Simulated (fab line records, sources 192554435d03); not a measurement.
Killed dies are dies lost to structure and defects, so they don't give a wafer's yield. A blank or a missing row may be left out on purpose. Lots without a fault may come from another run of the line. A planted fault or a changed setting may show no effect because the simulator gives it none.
fab line records | flow n5_finfet | part 2 of 2: steps 26 to 36 of 36
record lots=5 wafers=15 last_day=17
route steps=1938 shown PMOS_HMC_CHANNEL_EPI@71 FIN_SAQP@90
lots that met no fault: from a run of the same line without faults
start_h: hours from the record's first day to the start of the lot's first wafer shown | wait_h: hours since the lot's step before | " the same as in the row above | L1.1+2: a row that stands for several wafers | - no value, or no start given | * or withheld: withheld | < > ~ a bound
route shown NAME@n: a module of which the file shows steps, and the number in the route of the first | usual: mean/standard deviation of fault-free wafers | same: alike in all rows | chamber/n: place in a boat | sites: the reading at each site | _std_site: their standard deviation | _edge_site: outer sites' mean less inner sites' | radius_mm: how far each site lies from the wafer's centre | mask NAME#n: copy n | behind: the tool/chamber that last shaped the wafer | hold: why the lot was held/for how many hours/how that ended | device: the transistor (n, p or np) that didn't switch | end of line: the same wafers' tests at the end of the route | a step without rows: its recipe alone | killed: dies lost to structure and defects at the first sort, not the wafer's yield | map: a wafer's dies, x killed, . not, _ none there
set.NAME: the setting as run; set.NAME@STEP: as run at that earlier step | model.NAME: the simulator's own value behind a step, which no gauge read
lots at some steps of the route; a table a step, a row a wafer
services: from which hour (start_h, from the record's first day; less than 0 if before it) a tool's chamber was out of use, for how many hours, and why
## steps
# step N5_FIN_SAQP_THK_MEAS_05
# usual thk_nm=37.7/0.54
# columns lot.wafer tool chamber start_h wait_h thk_nm
L075.1 film_metro-02 - 27.83 0.1 37.2
L075.2 " - " " 37.2
L075.5 " - " " 38.0
L079.1 film_metro-01 - 51.95 0.1 37.3
L079.2 " - " " 37.2
L079.4 " - " " 37.7
L083.1 film_metro-01 - 75.60 0.1 37.5
L083.3 " - " " 37.0
L083.4 " - " " 37.3
L092.1 film_metro-01 - 128.46 0.1 37.5
L092.2 " - " " 38.0
L092.3 " - " " 37.3
L094.2 film_metro-02 - 140.97 0.1 37.5
L094.3 " - " " 37.8
L094.6 " - " " 37.9
# step N5_FIN_SAQP_PECVD_47
# recipe material=a-Si target_thk_a=450 temp_c=400 precursor=SiH4/He pressure_torr=3 rf_w=100 time_s=36.3
# usual chamber_pressure_Torr=3.000/0.0068 heater_power_w=804/63 showerhead_plenum_p_Torr=5.70/0.066 throttle_valve_pct=18.1/0.83
# columns lot.wafer tool chamber start_h wait_h chamber_pressure_Torr heater_power_w showerhead_plenum_p_Torr throttle_valve_pct
L075.1 pecvd-01 2 27.87 0.0 3.001 868 5.73 19.7
L075.2 " 1 " " 2.999 900 5.66 18.7
L075.5 " 2 " " 2.994 834 5.73 19.9
L079.1 pecvd-01 0 51.99 0.0 2.985 893 5.64 17.4
L079.2 " 2 " " 2.995 850 5.74 19.5
L079.4 " 0 " " 2.980 862 5.66 17.6
L083.1 pecvd-02 2 75.64 0.0 3.001 793 5.69 17.1
L083.3 " 0 " " 3.000 695 5.66 17.5
L083.4 " 0 " " 3.003 726 5.67 17.3
L092.1 pecvd-02 1 128.50 0.0 2.995 791 5.58 18.0
L092.2 " 2 " " 2.997 749 5.69 17.2
L092.3 " 0 " " 2.994 718 5.65 17.7
L094.2 pecvd-03 0 141.01 0.0 3.005 741 5.81 17.4
L094.3 " 2 " " 3.004 761 5.75 17.5
L094.6 " 0 " " 3.000 753 5.81 17.4
# step N5_FIN_SAQP_PECVD_48
# recipe material=SiNx target_thk_a=250 temp_c=400 precursor=SiH4/NH3/N2 pressure_torr=1.5 rf_w=300 time_s=22.1
# usual chamber_pressure_Torr=1.500/0.0034 heater_power_w=729/68 showerhead_plenum_p_Torr=5.19/0.091 throttle_valve_pct=39.7/1.9
# columns lot.wafer tool chamber start_h wait_h chamber_pressure_Torr heater_power_w showerhead_plenum_p_Torr throttle_valve_pct
L075.1 pecvd-01 2 27.91 0.0 1.497 747 5.22 43.6
L075.2 " 1 " " 1.500 739 5.15 41.5
L075.5 " 2 " " 1.499 768 5.23 43.6
L079.1 pecvd-01 0 52.03 0.0 1.499 827 5.11 39.0
L079.2 " 2 " " 1.506 720 5.23 43.5
L079.4 " 0 " " 1.504 841 5.10 38.9
L083.1 pecvd-02 2 75.68 0.0 1.500 695 5.14 37.5
L083.3 " 0 " " 1.495 616 5.12 38.4
L083.4 " 0 " " 1.498 633 5.12 38.5
L092.1 pecvd-02 1 128.54 0.0 1.495 606 5.03 39.5
L092.2 " 2 " " 1.503 801 5.16 37.6
L092.3 " 0 " " 1.495 570 5.14 38.9
L094.2 pecvd-03 0 141.05 0.0 1.499 616 5.33 37.9
L094.3 " 2 " " 1.497 701 5.25 38.3
L094.6 " 0 " " 1.501 610 5.32 38.0
# step N5_FIN_SAQP_PECVD_06
# recipe material=a-Si target_thk_a=600 temp_c=400 precursor=SiH4/He pressure_torr=3 rf_w=100 time_s=48.1
# usual chamber_pressure_Torr=3.000/0.0071 heater_power_w=795/72 showerhead_plenum_p_Torr=5.70/0.068 throttle_valve_pct=18.1/0.85
# columns lot.wafer tool chamber start_h wait_h chamber_pressure_Torr heater_power_w showerhead_plenum_p_Torr throttle_valve_pct
L075.1 pecvd-01 2 27.95 0.0 3.001 821 5.72 19.8
L075.2 " 1 " " 2.990 829 5.67 18.8
L075.5 " 2 " " 2.999 824 5.73 19.8
L079.1 pecvd-01 0 52.07 0.0 2.994 865 5.65 17.7
L079.2 " 2 " " 2.997 751 5.72 19.6
L079.4 " 0 " " 2.993 909 5.65 17.8
L083.1 pecvd-02 2 75.72 0.0 2.993 809 5.69 16.9
L083.3 " 0 " " 2.990 655 5.65 17.7
L083.4 " 0 " " 3.008 678 5.67 17.5
L092.1 pecvd-02 1 128.58 0.0 3.002 672 5.57 17.9
L092.2 " 2 " " 2.993 846 5.67 17.2
L092.3 " 0 " " 3.000 640 5.66 17.6
L094.2 pecvd-03 0 141.09 0.0 2.996 732 5.81 17.4
L094.3 " 2 " " 3.008 851 5.75 17.7
L094.6 " 0 " " 2.999 709 5.80 17.2
# step N5_FIN_SAQP_THK_MEAS_07
# usual thk_nm=59.4/0.72
# columns lot.wafer tool chamber start_h wait_h thk_nm
L075.1 film_metro-02 - 28.05 0.1 58.8
L075.2 " - " " 59.2
L075.5 " - " " 60.2
L079.1 film_metro-02 - 52.16 0.1 59.9
L079.2 " - " " 59.5
L079.4 " - " " 60.7
L083.1 film_metro-02 - 75.82 0.1 58.5
L083.3 " - " " 58.4
L083.4 " - " " 60.0
L092.1 film_metro-02 - 128.67 0.1 59.7
L092.2 " - " " 60.0
L092.3 " - " " 58.9
L094.2 film_metro-02 - 141.18 0.1 58.4
L094.3 " - " " 58.9
L094.6 " - " " 59.9
# step N5_FIN_SAQP_HM_DEP_72
# recipe material=SiO2 target_thk_a=120 temp_c=400 precursor=SiH4/N2O pressure_torr=0.75 rf_w=275 time_s=7.2
# usual chamber_pressure_Torr=0.7500/0.0015 heater_power_w=749/64 showerhead_plenum_p_Torr=8.20/0.17
# columns lot.wafer tool chamber start_h wait_h chamber_pressure_Torr heater_power_w showerhead_plenum_p_Torr
L075.1 pecvd-02 2 28.09 0.0 0.7496 758 8.15
L075.2 " 1 " " 0.7512 764 7.90
L075.5 " 2 " " 0.7499 765 8.19
L079.1 pecvd-03 2 52.20 0.0 0.7503 827 8.38
L079.2 " 1 " " 0.7496 842 8.22
L079.4 " 0 " " 0.7497 736 8.54
L083.1 pecvd-03 2 75.86 0.0 0.7474 747 8.37
L083.3 " 0 " " 0.7505 718 8.56
L083.4 " 1 " " 0.7493 701 8.22
L092.1 pecvd-01 2 128.70 0.0 0.7490 789 8.33
L092.2 " 1 " " 0.7494 794 8.15
L092.3 " 0 " " 0.7501 792 8.09
L094.2 pecvd-02 0 141.22 0.0 0.7486 626 8.11
L094.3 " 2 " " 0.7492 806 8.20
L094.6 " 0 " " 0.7525 622 8.10
# step N5_FIN_SAQP_COAT_49
# recipe resist=SOC temp_c=250 time_s=60 spin_rpm=1500 resist_thk_nm=100
# columns lot.wafer tool chamber start_h wait_h
L075.1+2+5 litho_track-02 0 28.17 0.1
L079.1+2+4 litho_track-04 0 52.27 0.1
L083.1+3+4 litho_track-02 0 75.93 0.1
L092.1+2+3 litho_track-04 0 128.78 0.1
L094.2+3+6 litho_track-02 0 141.29 0.1
# step N5_FIN_SAQP_COAT_50
# recipe resist=SiARC temp_c=220 time_s=60 spin_rpm=1500 resist_thk_nm=35
# columns lot.wafer tool chamber start_h wait_h
L075.1+2+5 litho_track-02 0 - -
L079.1+2+4 litho_track-04 0 - -
L083.1+3+4 litho_track-02 0 - -
L092.1+2+3 litho_track-04 0 - -
L094.2+3+6 litho_track-02 0 - -
# step N5_FIN_SAQP_COAT_10
# recipe resist=CAR-ArF spin_rpm=1500 resist_thk_nm=90
# columns lot.wafer tool chamber start_h wait_h
L075.1+2+5 litho_track-02 0 - -
L079.1+2+4 litho_track-04 0 - -
L083.1+3+4 litho_track-02 0 - -
L092.1+2+3 litho_track-04 0 - -
L094.2+3+6 litho_track-02 0 - -
# step N5_FIN_SAQP_EBR_12
# recipe solvent=PGMEA ebr_width_mm=1.5
# columns lot.wafer tool chamber start_h wait_h
L075.1+2+5 litho_track-02 0 - -
L079.1+2+4 litho_track-04 0 - -
L083.1+3+4 litho_track-02 0 - -
L092.1+2+3 litho_track-04 0 - -
L094.2+3+6 litho_track-02 0 - -
# step N5_FIN_SAQP_SOFTBAKE_11
# recipe temp_c=110 time_s=60 resist=CAR-ArF
# columns lot.wafer tool chamber start_h wait_h
L075.1+2+5 litho_track-02 0 - -
L079.1+2+4 litho_track-04 0 - -
L083.1+3+4 litho_track-02 0 - -
L092.1+2+3 litho_track-04 0 - -
L094.2+3+6 litho_track-02 0 - -
## services
# columns tool chamber start_h hours kind
pecvd-03 - 1.87 5.5 pm
ald_sin-04 0 7.04 5.4 repair
cmp-02 - 8.59 1.3 repair
rie_diel-01 1 8.71 4.3 repair
rie_diel-03 - 9.66 0.5 repair
pecvd-01 2 10.16 3.7 repair
rtp_anneal-01 - 12.49 1.3 pm
wet_bench-03 - 12.51 5.6 repair
pecvd-03 - 17.04 0.4 repair
cmp-03 - 21.96 1.9 repair
pecvd-02 1 45.21 16.1 repair
ald_sin-04 1 47.91 8.5 repair
cmp-03 - 53.80 7.9 pm
epi_rpcvd-03 - 67.67 0.3 repair
pecvd-03 - 73.64 0.5 repair
wet_bench-04 - 75.31 4.4 pm
rie_si-02 1 80.68 5.7 repair
epi_rpcvd-03 - 81.92 2.3 repair
pecvd-03 - 83.36 1.5 repair
pecvd-03 0 92.08 2.8 repair
rie_si-02 3 92.27 2.7 repair
cmp-04 - 111.77 0.6 repair
cmp-04 - 116.44 4.0 pm
cmp-04 - 124.14 4.6 pm
